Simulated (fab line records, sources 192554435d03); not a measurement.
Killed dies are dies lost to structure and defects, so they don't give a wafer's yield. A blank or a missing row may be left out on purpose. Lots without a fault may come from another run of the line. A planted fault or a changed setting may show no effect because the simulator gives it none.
Split-lot experiment | flow n5_finfet | 7 lots, 21 wafers read, on a route of 1938 steps

THE SPLIT
At N5_BEOL_M10_TRENCH_ETCH_37 (etches SiCOH lowk in C4F6/O2, target depth 148.83 nm, time 48 s), the setting bias_w was moved away from the recipe's 185 W on 11 of the 21 wafers read, by -8.2% to +15.1%. The other wafers ran this setting at the recipe's value.

The reading is taken at the split's own step.

THE READING
rf_vpp_V, in V, at N5_BEOL_M10_TRENCH_ETCH_37 (etches SiCOH lowk in C4F6/O2, target depth 148.83 nm, time 48 s). Fault-free wafers of this fab line usually give 666 V, standard deviation 11 V.

wafer  | tool, chamber at the split | bias_w as run, W | against the recipe | rf_vpp_V, V | against lot-mates on the recipe
L076.1 | rie_diel-03, 3             | 196.3            | +6.1%              | 673         | +0
L076.4 | rie_diel-03, 1             | 185              | recipe             | 673         | -
L076.5 | rie_diel-03, 1             | 196.3            | +6.1%              | 705         | +32
L084.1 | rie_diel-01, 2             | 213              | +15.1%             | 760         | +97
L084.4 | rie_diel-01, 0             | 213              | +15.1%             | 722         | +59
L084.5 | rie_diel-01, 1             | 185              | recipe             | 663         | -
L085.1 | rie_diel-03, 1             | 175.8            | -5.0%              | 645         | -15
L085.3 | rie_diel-03, 2             | 185              | recipe             | 660         | -
L085.5 | rie_diel-03, 0             | 175.8            | -5.0%              | 632         | -28
L086.2 | rie_diel-04, 1             | 185              | recipe             | 676         | -
L086.4 | rie_diel-04, 1             | 169.9            | -8.2%              | 632         | -44
L086.5 | rie_diel-04, 2             | 169.9            | -8.2%              | 634         | -42
L088.1 | rie_diel-04, 0             | 195              | +5.4%              | 686         | +18
L088.4 | rie_diel-04, 1             | 185              | recipe             | 677         | -
L088.6 | rie_diel-04, 0             | 185              | recipe             | 659         | -
L089.2 | rie_diel-04, 2             | 185              | recipe             | 678         | -
L089.3 | rie_diel-04, 1             | 185              | recipe             | 678         | -
L089.6 | rie_diel-04, 2             | 185              | recipe             | 678         | -
L091.1 | rie_diel-04, 0             | 173              | -6.5%              | 624         | -43
L091.4 | rie_diel-04, 3             | 185              | recipe             | 667         | -
L091.6 | rie_diel-04, 2             | 173              | -6.5%              | 643         | -24

THE FIT
A straight line over all 21 wafers: rf_vpp_V changes by +4.68 V for each +1% of bias_w; r = +0.94; the points scatter about the line by 11 V.
The same after taking each lot's own level away (the mean of its wafers on the recipe; 21 wafers): +4.85 V for each +1%; r = +0.95; scatter 11 V.
On that fit, the largest move of bias_w shifts the reading by 73 V.
The lots' own levels span 660.0 to 678.0 V, that is 1.6 times the standard deviation above.
So the lot-to-lot level changes the slope little: the two slopes agree.
Check: with one of the wafers moved furthest among these (+15.1%) left out of the fit, the line predicts +60.5 V for it against its lot-mates. It came out at +97 V against them.
Tool readings at the split's step, against how far the setting was moved: rf_vpp_V r = +0.94.

OTHER SPLITS ON THESE WAFERS
These wafers also went through other splits before the reading. Each is held against what the fit with the lots' levels taken away leaves over:
other split on the same wafers | wafers away from the commonest value | r with rf_vpp_V (lot level and that fit taken away)
N5_BEOL_M10_VIA_ETCH_34 time_s | 7                                    | +0.44

THE FILE'S OWN FIT
rf_vpp_V changes by +4.78 V for each +1% of bias_w, r = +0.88.
